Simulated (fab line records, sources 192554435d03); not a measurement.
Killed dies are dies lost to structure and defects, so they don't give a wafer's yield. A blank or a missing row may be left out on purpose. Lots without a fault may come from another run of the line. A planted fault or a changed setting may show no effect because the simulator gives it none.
One fault seen from 2 desks | flow n5_finfet | each desk has only its own numbers; what lay behind them comes last

THE TOOL OWNER'S DESK: rie_diel-02
The tool's own readings at N5_BEOL_M4_ETCH_64 (etches SOC in N2/H2, target depth 75 nm, overetch 22.5 nm, time 121.9 s): means of the sampled wafers that have a number, for each lot that ran on this tool. A lot is out of limits, marked OUT, if its mean lies more than 4 standard deviations from the usual mean; the brackets give that distance.
Columns: A = bias_w at N5_BEOL_M4_ETCH_64, usual 150.1 W; B = drypump_motor_current_A at N5_BEOL_M4_ETCH_64, usual 5.8 A; C = oes_product_au at N5_BEOL_M4_ETCH_64, usual 0.62 a.u.; D = rf_vpp_V at N5_BEOL_M4_ETCH_64, usual 524.8 V; E = showerhead_plenum_p_Torr at N5_BEOL_M4_ETCH_64, usual 2.57 Torr; F = throttle_valve_pct at N5_BEOL_M4_ETCH_64, usual 17.78 %
lot  | first seen here | A               | B   | C    | D               | E    | F
L279 | day 8 04:20     | 150.0           | 5.7 | 0.67 | 525.6           | 2.60 | 17.50
L286 | day 9 17:38     | 150.3           | 5.5 | 0.62 | 526.1           | 2.60 | 17.65
L291 | day 11 05:23    | 137.8 (-28) OUT | 5.9 | 0.64 | 497.1 (-14) OUT | 2.58 | 17.51
L290 | day 11 09:25    | 138.0 (-28) OUT | 5.7 | 0.61 | 497.1 (-14) OUT | 2.59 | 17.62
This desk's finding: out of limits on L290, L291; first on L291, day 11 05:23 (bias_w at N5_BEOL_M4_ETCH_64). In limits: L279, L286.

THE METROLOGY DESK
What the gauges read, lot by lot, whatever tool the lot ran on: means of the sampled wafers that have a number. A lot is out of limits, marked OUT, if its mean lies more than 4 standard deviations from the usual mean; the brackets give that distance. Of its 11 readings 7 are shown: those that lie furthest out on some lot.
Columns: A = DIBL_N at N5_BEOL_M4_RC_MEAS_101, usual 36.9 mV/V; B = DIBL_P at N5_BEOL_M4_RC_MEAS_101, usual 37.3 mV/V; C = ION_N at N5_BEOL_M4_RC_MEAS_101, usual 673 uA/um; D = ION_P at N5_BEOL_M4_RC_MEAS_101, usual 463 uA/um; E = SS_N at N5_BEOL_M4_RC_MEAS_101, usual 71.6 mV/dec; F = VT_N at N5_BEOL_M4_RC_MEAS_101, usual 250 mV; G = VT_P at N5_BEOL_M4_RC_MEAS_101, usual -250 mV
lot  | first seen here | A    | B    | C   | D   | E    | F   | G
L279 | day 8 03:12     | 36.4 | 38.7 | 670 | 459 | 71.6 | 250 | -255
L283 | day 8 17:40     | 35.4 | 34.3 | 670 | 453 | 71.1 | 251 | -255
L286 | day 9 16:14     | 36.5 | 36.3 | 659 | 454 | 72.0 | 254 | -251
L289 | day 10 15:04    | 37.2 | 37.6 | 671 | 466 | 71.4 | 250 | -249
L291 | day 11 04:19    | 38.2 | 38.2 | 685 | 467 | 71.8 | 245 | -248
L290 | day 11 08:22    | 37.1 | 36.9 | 672 | 467 | 71.4 | 251 | -245
L295 | day 11 19:16    | 36.8 | 38.4 | 674 | 462 | 71.5 | 250 | -247
L298 | day 13 05:24    | 34.8 | 34.7 | 668 | 456 | 70.7 | 252 | -255
L300 | day 13 07:49    | 38.5 | 38.9 | 668 | 457 | 72.1 | 253 | -253
L299 | day 13 09:32    | 36.5 | 38.0 | 671 | 465 | 71.6 | 252 | -250
This desk's finding: nothing out of limits on any of the 10 lots.

PUT TOGETHER
The tool owner's desk could have raised an alarm at day 11 05:23, on L290, L291.
The metrology desk saw nothing out of limits.
The metrology desk has L290, L291 on record, within its limits.
Of the lots named, all ran N5_BEOL_M4_ETCH_64 on rie_diel-02.

WHAT THE SIMULATOR HAD PUT IN
Process parameter drift: rie_diel-02, from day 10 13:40 on, at N5_BEOL_M4_ETCH_64. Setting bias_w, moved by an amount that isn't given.
Lots struck among those shown: L290, L291.
Hours from the fault's start to each desk's first reading out of limits: the tool owner's desk, 16.
